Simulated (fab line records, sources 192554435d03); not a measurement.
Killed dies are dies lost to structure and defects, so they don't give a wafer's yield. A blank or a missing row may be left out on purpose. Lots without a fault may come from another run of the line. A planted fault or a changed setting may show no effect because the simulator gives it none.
A sampling plan put to the test | flow n5_finfet | one fab line, 43 faults that these records tell of, each judged on the records of the lots that it struck; 3 more are left out, because the records don't allow judging them
The plan is the line's own looks: the steps of the route at which a gauge or an inspection reads the wafer and doesn't change it. A look can be judged if struck wafers have a number there and the file gives its usual mean and standard deviation on fault-free wafers. Caught: at a look after the fault's first step, the mean of the struck wafers lies 4 or more of those standard deviations (sigma) from the usual mean. On the tool: the same test on the tool's own readings at the fault's steps. Another recipe on the struck wafers, or a record that is blank for them alone, also counts as caught.

THE FAULTS, as the simulator had put them in
1. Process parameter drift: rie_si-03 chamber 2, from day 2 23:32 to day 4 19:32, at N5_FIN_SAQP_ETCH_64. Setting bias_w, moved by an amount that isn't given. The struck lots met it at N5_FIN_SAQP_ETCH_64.
2. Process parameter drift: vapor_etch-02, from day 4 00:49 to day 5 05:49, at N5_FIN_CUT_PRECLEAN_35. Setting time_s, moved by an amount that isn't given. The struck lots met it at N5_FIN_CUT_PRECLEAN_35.
3. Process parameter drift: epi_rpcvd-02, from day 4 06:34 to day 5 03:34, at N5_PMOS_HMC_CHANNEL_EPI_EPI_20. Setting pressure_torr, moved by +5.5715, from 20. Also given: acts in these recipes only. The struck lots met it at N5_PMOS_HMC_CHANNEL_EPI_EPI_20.
4. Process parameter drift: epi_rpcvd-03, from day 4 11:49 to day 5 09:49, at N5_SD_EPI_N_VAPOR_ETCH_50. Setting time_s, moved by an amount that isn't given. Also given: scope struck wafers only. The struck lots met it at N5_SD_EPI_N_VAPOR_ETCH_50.
5. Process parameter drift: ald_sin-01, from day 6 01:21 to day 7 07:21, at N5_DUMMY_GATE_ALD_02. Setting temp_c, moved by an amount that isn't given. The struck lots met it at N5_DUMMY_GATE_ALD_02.
6. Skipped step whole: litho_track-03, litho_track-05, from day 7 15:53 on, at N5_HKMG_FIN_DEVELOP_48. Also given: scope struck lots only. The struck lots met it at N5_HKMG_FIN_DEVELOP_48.
7. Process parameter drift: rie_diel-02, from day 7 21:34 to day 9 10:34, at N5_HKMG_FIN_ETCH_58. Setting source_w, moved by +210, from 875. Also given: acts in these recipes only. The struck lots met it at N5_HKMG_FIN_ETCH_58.
8. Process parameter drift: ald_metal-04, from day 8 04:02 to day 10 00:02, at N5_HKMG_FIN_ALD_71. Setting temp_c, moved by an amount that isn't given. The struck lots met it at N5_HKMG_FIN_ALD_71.
9. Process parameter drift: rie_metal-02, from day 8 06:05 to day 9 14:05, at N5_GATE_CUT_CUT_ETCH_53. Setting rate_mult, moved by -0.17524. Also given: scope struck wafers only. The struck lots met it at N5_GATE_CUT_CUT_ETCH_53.
10. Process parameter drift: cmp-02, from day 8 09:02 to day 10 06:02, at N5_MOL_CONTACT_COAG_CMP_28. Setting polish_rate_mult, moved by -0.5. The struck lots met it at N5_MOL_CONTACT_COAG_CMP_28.
11. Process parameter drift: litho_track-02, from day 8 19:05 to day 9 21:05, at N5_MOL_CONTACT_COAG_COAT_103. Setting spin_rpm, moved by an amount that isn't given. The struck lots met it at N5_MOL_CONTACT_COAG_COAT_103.
12. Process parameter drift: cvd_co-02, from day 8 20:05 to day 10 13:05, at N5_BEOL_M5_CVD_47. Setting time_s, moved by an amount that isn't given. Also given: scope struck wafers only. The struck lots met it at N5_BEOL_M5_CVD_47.
13. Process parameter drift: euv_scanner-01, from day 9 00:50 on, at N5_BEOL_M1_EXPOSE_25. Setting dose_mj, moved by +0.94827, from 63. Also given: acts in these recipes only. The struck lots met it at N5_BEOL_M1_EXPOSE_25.
14. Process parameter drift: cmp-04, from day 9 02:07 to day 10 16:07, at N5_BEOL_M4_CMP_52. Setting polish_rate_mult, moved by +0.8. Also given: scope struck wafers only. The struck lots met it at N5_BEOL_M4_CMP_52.
15. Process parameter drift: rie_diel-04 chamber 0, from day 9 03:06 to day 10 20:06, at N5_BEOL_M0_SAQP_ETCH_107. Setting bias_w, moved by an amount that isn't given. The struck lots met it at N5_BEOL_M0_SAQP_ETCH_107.
16. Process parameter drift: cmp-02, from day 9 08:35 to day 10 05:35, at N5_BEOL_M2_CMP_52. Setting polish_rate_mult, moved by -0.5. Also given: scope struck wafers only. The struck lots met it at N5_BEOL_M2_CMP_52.
17. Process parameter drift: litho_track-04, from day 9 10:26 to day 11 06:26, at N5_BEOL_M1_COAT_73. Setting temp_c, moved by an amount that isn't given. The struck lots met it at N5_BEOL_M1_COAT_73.
18. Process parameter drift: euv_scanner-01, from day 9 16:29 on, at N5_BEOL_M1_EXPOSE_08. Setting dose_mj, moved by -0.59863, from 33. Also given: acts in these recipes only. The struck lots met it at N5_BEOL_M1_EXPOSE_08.
19. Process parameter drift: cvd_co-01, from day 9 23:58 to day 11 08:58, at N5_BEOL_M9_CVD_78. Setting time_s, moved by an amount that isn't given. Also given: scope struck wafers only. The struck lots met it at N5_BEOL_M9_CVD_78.
20. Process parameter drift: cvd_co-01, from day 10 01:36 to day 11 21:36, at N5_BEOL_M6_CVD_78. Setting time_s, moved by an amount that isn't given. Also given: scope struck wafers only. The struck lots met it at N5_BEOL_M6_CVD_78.
21. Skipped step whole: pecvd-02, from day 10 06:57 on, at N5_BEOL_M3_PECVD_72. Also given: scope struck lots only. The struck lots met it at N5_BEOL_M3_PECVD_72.
22. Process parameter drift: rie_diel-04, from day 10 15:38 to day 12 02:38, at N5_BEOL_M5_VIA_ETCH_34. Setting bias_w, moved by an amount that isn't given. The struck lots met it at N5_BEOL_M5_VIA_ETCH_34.
23. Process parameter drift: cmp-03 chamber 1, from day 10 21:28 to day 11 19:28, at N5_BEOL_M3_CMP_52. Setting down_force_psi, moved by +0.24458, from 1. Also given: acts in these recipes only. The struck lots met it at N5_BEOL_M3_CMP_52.
24. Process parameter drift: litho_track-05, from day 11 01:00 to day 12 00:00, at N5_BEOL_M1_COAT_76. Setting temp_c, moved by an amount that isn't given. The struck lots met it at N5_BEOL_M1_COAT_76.
25. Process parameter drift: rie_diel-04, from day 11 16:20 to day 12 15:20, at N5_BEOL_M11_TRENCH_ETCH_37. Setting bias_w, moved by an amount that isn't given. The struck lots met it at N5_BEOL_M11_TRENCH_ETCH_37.
26. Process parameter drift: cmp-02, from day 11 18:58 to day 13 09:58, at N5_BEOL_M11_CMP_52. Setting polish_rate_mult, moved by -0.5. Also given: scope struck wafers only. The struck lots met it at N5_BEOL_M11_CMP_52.
27. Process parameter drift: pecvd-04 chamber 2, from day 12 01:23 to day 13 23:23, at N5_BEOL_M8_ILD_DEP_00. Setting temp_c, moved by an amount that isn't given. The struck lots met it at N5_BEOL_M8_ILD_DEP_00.
28. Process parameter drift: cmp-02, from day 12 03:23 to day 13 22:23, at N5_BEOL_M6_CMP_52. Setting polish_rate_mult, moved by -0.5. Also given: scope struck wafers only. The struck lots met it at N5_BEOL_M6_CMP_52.
29. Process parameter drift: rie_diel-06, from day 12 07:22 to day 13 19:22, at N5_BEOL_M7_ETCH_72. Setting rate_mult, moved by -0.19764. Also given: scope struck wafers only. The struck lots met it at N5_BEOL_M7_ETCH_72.
30. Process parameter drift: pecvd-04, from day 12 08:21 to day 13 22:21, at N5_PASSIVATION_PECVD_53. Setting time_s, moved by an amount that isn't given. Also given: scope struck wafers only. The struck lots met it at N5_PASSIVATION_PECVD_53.
31. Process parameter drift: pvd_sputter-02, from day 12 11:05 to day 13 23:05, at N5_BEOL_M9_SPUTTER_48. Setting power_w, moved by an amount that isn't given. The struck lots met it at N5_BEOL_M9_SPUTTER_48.
32. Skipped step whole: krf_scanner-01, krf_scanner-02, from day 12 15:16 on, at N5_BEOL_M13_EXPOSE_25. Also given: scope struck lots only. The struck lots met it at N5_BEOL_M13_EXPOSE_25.
33. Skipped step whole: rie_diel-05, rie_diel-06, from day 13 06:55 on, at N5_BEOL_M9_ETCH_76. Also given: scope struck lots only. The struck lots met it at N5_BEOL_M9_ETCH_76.
34. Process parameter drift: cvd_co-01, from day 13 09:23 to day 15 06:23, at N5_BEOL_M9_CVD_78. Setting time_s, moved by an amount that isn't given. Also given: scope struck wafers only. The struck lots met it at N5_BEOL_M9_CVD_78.
35. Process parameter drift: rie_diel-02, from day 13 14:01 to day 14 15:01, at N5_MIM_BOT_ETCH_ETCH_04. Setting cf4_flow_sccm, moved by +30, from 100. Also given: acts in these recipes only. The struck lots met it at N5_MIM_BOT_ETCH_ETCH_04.
36. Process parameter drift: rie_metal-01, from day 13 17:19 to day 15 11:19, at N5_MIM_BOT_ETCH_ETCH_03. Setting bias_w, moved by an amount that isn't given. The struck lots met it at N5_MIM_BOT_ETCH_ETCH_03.
37. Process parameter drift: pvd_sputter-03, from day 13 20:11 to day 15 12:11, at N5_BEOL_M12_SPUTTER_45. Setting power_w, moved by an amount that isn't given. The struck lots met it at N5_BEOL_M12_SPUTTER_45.
38. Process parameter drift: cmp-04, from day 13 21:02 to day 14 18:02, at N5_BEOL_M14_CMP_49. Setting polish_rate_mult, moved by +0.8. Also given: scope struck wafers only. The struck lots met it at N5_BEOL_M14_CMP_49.
39. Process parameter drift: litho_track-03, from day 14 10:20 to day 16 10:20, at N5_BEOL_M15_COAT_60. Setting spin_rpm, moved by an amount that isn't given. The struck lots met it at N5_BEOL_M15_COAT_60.
40. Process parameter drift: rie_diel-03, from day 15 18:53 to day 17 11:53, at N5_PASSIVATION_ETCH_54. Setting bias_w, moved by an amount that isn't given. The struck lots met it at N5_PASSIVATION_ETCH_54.
41. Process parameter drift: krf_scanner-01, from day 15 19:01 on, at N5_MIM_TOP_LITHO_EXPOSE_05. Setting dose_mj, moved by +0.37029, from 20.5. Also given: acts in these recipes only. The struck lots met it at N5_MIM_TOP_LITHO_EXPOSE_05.
42. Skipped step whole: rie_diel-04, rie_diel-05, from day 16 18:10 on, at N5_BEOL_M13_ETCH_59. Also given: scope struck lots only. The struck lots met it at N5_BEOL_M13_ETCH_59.
43. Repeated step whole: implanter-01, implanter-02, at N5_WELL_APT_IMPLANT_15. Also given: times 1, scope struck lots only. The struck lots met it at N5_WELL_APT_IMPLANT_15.

WHAT THE PLAN SAW
fault | on the tool itself                               | first look that catches it                      | reading, sigma  | median hours from its first step to that look | hours from the fault's start to the first struck lot there | judged looks passed uncaught
1     | bias_w -90 sigma                                 | not the one look that can be judged after it    | -               | -                                             | -                                                          | 1
2     | under 2 sigma                                    | not the one look that can be judged after it    | -               | -                                             | -                                                          | 1
3     | chamber_pressure_Torr +99 or beyond sigma        | not the one look that can be judged after it    | -               | -                                             | -                                                          | 1
4     | under 2 sigma                                    | N5_BEOL_M4_RC_MEAS_101                          | REXT_N -5.5     | 104.8                                         | 108                                                        | 0
5     | susceptor_temp_C -18 sigma                       | not the one look that can be judged after it    | -               | -                                             | -                                                          | 1
6     | the tool's record is blank for the struck wafers | no look after it can be judged                  | -               | -                                             | -                                                          | 0
7     | rf_fwd_power_W +81 sigma                         | not the one look that can be judged after it    | -               | -                                             | -                                                          | 1
8     | susceptor_temp_C -99 or beyond sigma             | not the one look that can be judged after it    | -               | -                                             | -                                                          | 1
9     | etch_rf_on_time_s +19 sigma                      | not the one look that can be judged after it    | -               | -                                             | -                                                          | 1
10    | under 2 sigma                                    | not the one look that can be judged after it    | -               | -                                             | -                                                          | 1
11    | spin_speed_rpm +99 or beyond sigma               | none of the 2 looks that can be judged after it | -               | -                                             | -                                                          | 2
12    | run_length_s +99 or beyond sigma                 | no look after it can be judged                  | -               | -                                             | -                                                          | 0
13    | exposure_dose_mJ_cm2 +13 sigma                   | not the one look that can be judged after it    | -               | -                                             | -                                                          | 1
14    | barrier_field_endpoint_s -18 sigma               | no look after it can be judged                  | -               | -                                             | -                                                          | 0
15    | bias_w +64 sigma                                 | not the one look that can be judged after it    | -               | -                                             | -                                                          | 1
16    | overpolish_run_s -99 or beyond sigma             | N5_BEOL_M2_THK_MEAS_53                          | M2_THK +90      | 0.3                                           | 10                                                         | 0
17    | plate_temp_C +21 sigma                           | none of the 2 looks that can be judged after it | -               | -                                             | -                                                          | 2
18    | exposure_dose_mJ_cm2 -12 sigma                   | not the one look that can be judged after it    | -               | -                                             | -                                                          | 1
19    | run_length_s -99 or beyond sigma                 | no look after it can be judged                  | -               | -                                             | -                                                          | 0
20    | run_length_s +99 or beyond sigma                 | no look after it can be judged                  | -               | -                                             | -                                                          | 0
21    | the tool's record is blank for the struck wafers | not the one look that can be judged after it    | -               | -                                             | -                                                          | 1
22    | bias_w -40 sigma                                 | no look after it can be judged                  | -               | -                                             | -                                                          | 0
23    | head_pressure_psi +99 or beyond sigma            | not the one look that can be judged after it    | -               | -                                             | -                                                          | 1
24    | plate_temp_C +39 sigma                           | none of the 2 looks that can be judged after it | -               | -                                             | -                                                          | 2
25    | bias_w +18 sigma                                 | no look after it can be judged                  | -               | -                                             | -                                                          | 0
26    | overpolish_run_s -99 or beyond sigma             | N5_BEOL_M11_THK_MEAS_53                         | M11_THK +44     | 0.2                                           | 2                                                          | 0
27    | susceptor_temp_C -68 sigma                       | N5_BEOL_M8_THK_MEAS_01                          | M8_ILD_THK +6.1 | 0.6                                           | 5                                                          | 0
28    | overpolish_run_s -99 or beyond sigma             | N5_BEOL_M6_THK_MEAS_53                          | M6_THK +75      | 0.3                                           | 6                                                          | 0
29    | etch_rf_on_time_s +15 sigma                      | no look after it can be judged                  | -               | -                                             | -                                                          | 0
30    | run_length_s -55 sigma                           | no look after it can be judged                  | -               | -                                             | -                                                          | 0
31    | cathode_dc_power_W -99 or beyond sigma           | not the one look that can be judged after it    | -               | -                                             | -                                                          | 1
32    | no reading that can be judged                    | no look after it can be judged                  | -               | -                                             | -                                                          | 0
33    | the tool's record is blank for the struck wafers | no look after it can be judged                  | -               | -                                             | -                                                          | 0
34    | run_length_s +99 or beyond sigma                 | not the one look that can be judged after it    | -               | -                                             | -                                                          | 1
35    | cf4_flow_sccm +96 sigma                          | no look after it can be judged                  | -               | -                                             | -                                                          | 0
36    | bias_w -13 sigma                                 | no look after it can be judged                  | -               | -                                             | -                                                          | 0
37    | cathode_dc_power_W +99 or beyond sigma           | no look after it can be judged                  | -               | -                                             | -                                                          | 0
38    | barrier_field_endpoint_s -20 sigma               | no look after it can be judged                  | -               | -                                             | -                                                          | 0
39    | spin_speed_rpm -98 sigma                         | no look after it can be judged                  | -               | -                                             | -                                                          | 0
40    | bias_w +57 sigma                                 | not the one look that can be judged after it    | -               | -                                             | -                                                          | 1
41    | exposure_dose_mJ_cm2 +11 sigma                   | not the one look that can be judged after it    | -               | -                                             | -                                                          | 1
42    | the tool's record is blank for the struck wafers | no look after it can be judged                  | -               | -                                             | -                                                          | 0
43    | under 2 sigma                                    | none of the 2 looks that can be judged after it | -               | -                                             | -                                                          | 2
A dash: the fault isn't caught, or these records don't give the number.

Caught at a look: 5 of 43. Caught on the tool: 38 of 43. By one or the other: 39 of 43.
Caught on the tool alone: faults 1, 3, 5, 6, 7, 8, 9, 11, 12, 13, 14, 15, 17, 18, 19, 20, 21, 22, 23, 24, 25, 29, 30, 31, 33, 34, 35, 36, 37, 38, 39, 40, 41, 42.
Caught at a look alone: fault 4.
Caught by neither: faults 2, 10, 32, 43.

THINNER SAMPLING
If the look that catches a fault measured only every second or every third lot, by lot number, the first struck lot would be measured this late in the worst case:
fault | struck lots at that look, in order of time | every lot | every second lot | every third lot
4     | L353, L354, L355                           | 108 h     | 112 h            | 119 h
16    | L107, L106                                 | 10 h      | 15 h             | may miss all 2
26    | L965, L968                                 | 2 h       | 33 h             | may miss all 2
27    | L503                                       | 5 h       | may miss it      | may miss it
28    | L707, L708, L712                           | 6 h       | 10 h             | 41 h
Hours are from the fault's start to the first struck lot that is measured. The limit of 4 sigma was tested on all struck wafers together, so one lot alone may lie under it. Other struck lots may not be in these records.

THE LONGEST TIMED WAY FROM STEP TO LOOK
Fault 4: a median of 104.8 hours passes between N5_SD_EPI_N_VAPOR_ETCH_50 and N5_BEOL_M4_RC_MEAS_101. No look between them can be judged.
